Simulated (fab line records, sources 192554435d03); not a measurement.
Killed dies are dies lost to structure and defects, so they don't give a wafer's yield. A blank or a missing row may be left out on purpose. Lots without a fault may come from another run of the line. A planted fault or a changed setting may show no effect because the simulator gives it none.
One fault seen from 3 desks | flow n5_finfet | each desk has only its own numbers; what lay behind them comes last

THE DEFECT DESK
What the inspections along the route counted, lot by lot: means of the sampled wafers that have a number. A lot is out of limits, marked OUT, if its mean lies more than 4 standard deviations from the usual mean; the brackets give that distance.
Columns: A = raw_defect_count at N5_SD_EPI_P_INSPECT_26, usual 173
lot  | first seen here | A
L383 | day 3 10:54     | 171
L385 | day 3 23:31     | 191
L387 | day 4 09:14     | 222
L388 | day 4 18:23     | 141
L389 | day 4 23:00     | 167
L394 | day 6 05:27     | 124
L396 | day 6 15:46     | 158
L402 | day 8 04:46     | 186
L403 | day 8 09:40     | 159
L406 | day 9 04:07     | 203
This desk's finding: nothing out of limits on any of the 10 lots.

THE TOOL OWNER'S DESK: laser_anneal-02
The tool's own readings at N5_SD_ACTIVATION_LSA_01 (time 0.0008 s): means of the sampled wafers that have a number, for each lot that ran on this tool. A lot is out of limits, marked OUT, if its mean lies more than 4 standard deviations from the usual mean; the brackets give that distance.
Columns: A = wafer_temp_C_max at N5_SD_ACTIVATION_LSA_01, usual 1084.8
lot  | first seen here | A
L383 | day 3 11:08     | 1085.3
L385 | day 3 23:46     | 1085.6
L387 | day 4 09:30     | 1085.7
L389 | day 4 23:16     | 1085.1
L394 | day 6 05:56     | 1078.6 (-4.8) OUT
L396 | day 6 16:10     | 1078.0 (-5.2) OUT
L406 | day 9 04:25     | 1086.2
This desk's finding: out of limits on L394, L396; first on L394, day 6 05:56 (wafer_temp_C_max at N5_SD_ACTIVATION_LSA_01). In limits: L383, L385, L387, L389, L406.

THE METROLOGY DESK
What the gauges read, lot by lot, whatever tool the lot ran on: means of the sampled wafers that have a number. A lot is out of limits, marked OUT, if its mean lies more than 4 standard deviations from the usual mean; the brackets give that distance. Of its 13 readings 7 are shown: those that lie furthest out on some lot.
Columns: A = RS_SD_N at N5_SD_ACTIVATION_RS_MEAS_03, usual 21.88 ohm/sq; B = DIBL_N at N5_BEOL_M4_RC_MEAS_101, usual 37.1 mV/V; C = DIBL_P at N5_BEOL_M4_RC_MEAS_101, usual 37 mV/V; D = IOFF_N at N5_BEOL_M4_RC_MEAS_101, usual 0.18 nA/um; E = IOFF_P at N5_BEOL_M4_RC_MEAS_101, usual 0.21 nA/um; F = RS_SD_N at N5_BEOL_M4_RC_MEAS_101, usual 28.4 ohm/sq; G = SS_P at N5_BEOL_M4_RC_MEAS_101, usual 73.4 mV/dec
lot  | first seen here | A     | B    | C  | D    | E    | F    | G
L383 | day 3 11:21     | 21.70 | 39.0 | 41 | 0.21 | 0.26 | 28.2 | 74.2
L385 | day 3 23:58     | 22.59 | 36.1 | 35 | 0.16 | 0.21 | 29.1 | 72.7
L387 | day 4 09:42     | 21.84 | 35.0 | 34 | 0.13 | 0.16 | 28.3 | 72.7
L388 | day 4 18:56     | 21.90 | 37.3 | 36 | 0.18 | 0.17 | 28.4 | 72.9
L389 | day 4 23:27     | 21.92 | 36.2 | 37 | 0.16 | 0.19 | 28.4 | 73.5
L394 | day 6 06:07     | 22.70 | 36.9 | 36 | 0.19 | 0.21 | 29.4 | 73.4
L396 | day 6 16:23     | 22.93 | 36.0 | 37 | 0.17 | 0.23 | 29.4 | 73.7
L402 | day 8 05:14     | 21.59 | 42.8 | 45 | 0.30 | 0.32 | 27.9 | 75.2
L403 | day 8 10:07     | 21.73 | 38.7 | 38 | 0.22 | 0.22 | 28.2 | 74.3
L406 | day 9 04:37     | 21.50 | 36.8 | 37 | 0.16 | 0.19 | 27.9 | 73.4
This desk's finding: nothing out of limits on any of the 10 lots.

PUT TOGETHER
The tool owner's desk could have raised an alarm at day 6 05:56, on L394, L396.
The defect desk saw nothing out of limits.
The metrology desk saw nothing out of limits.
The defect desk has L394, L396 on record, within its limits.
The metrology desk has L394, L396 on record, within its limits.
Of the lots named, all ran N5_SD_ACTIVATION_LSA_01 on laser_anneal-02.

WHAT THE SIMULATOR HAD PUT IN
Process parameter drift: laser_anneal-02, from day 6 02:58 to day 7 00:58, at N5_SD_ACTIVATION_LSA_01. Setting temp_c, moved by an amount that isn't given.
Lots struck among those shown: L394, L396.
Hours from the fault's start to each desk's first reading out of limits: the tool owner's desk, 3.
